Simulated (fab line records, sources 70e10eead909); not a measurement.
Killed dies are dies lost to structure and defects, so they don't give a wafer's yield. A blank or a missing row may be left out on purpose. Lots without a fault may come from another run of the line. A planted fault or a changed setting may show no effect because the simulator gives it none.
Chamber matching | flow nand_harc | NHARC_P_GATE_ETCH_104 on rie_diel-03: 4 sister chambers
The step etches the open film in CF4/CHF3, target depth 60 nm. 4 wafers are shown with their chamber, then 7 later ones without.

WAFERS WITH THEIR CHAMBER
wafer  | chamber | drypump_motor_current_A (A)
L686.2 | 0       | 5.0
L686.4 | 1       | 5.8
L691.1 | 2       | 5.3
L691.2 | 3       | 6.2

WAFERS WITHOUT THEIR CHAMBER
wafer  | drypump_motor_current_A (A)
L691.5 | 5.8
L698.2 | 5.8
L698.3 | 5.3
L698.6 | 5.3
L701.1 | 5.3
L701.5 | 5.0
L701.6 | 6.3

WHICH CHAMBER EACH WENT THROUGH
wafer  | from the rows above | in truth
L691.5 | 1                   | 1
L698.2 | 1                   | 1
L698.3 | 2                   | 2
L698.6 | 2                   | 2
L701.1 | 2                   | 2
L701.5 | 0                   | 0
L701.6 | 3                   | 3
Placed correctly: 7 of 7. Can't be placed from these rows: 0. Placed wrongly: 0.
How it was worked out, from the rows above alone: a wafer's distance from a chamber is the root of the sum, over the readings, of the square of ((its reading less the chamber's mean) divided by the reading's scatter). The wafer belongs to the nearest chamber; if the next one is less than 2 further off, it can't be placed. A chamber's mean is the mean of its shown wafers. The scatter: with one shown wafer a chamber, the root of the mean of the squares of how far each hidden wafer lies from its nearest shown one.
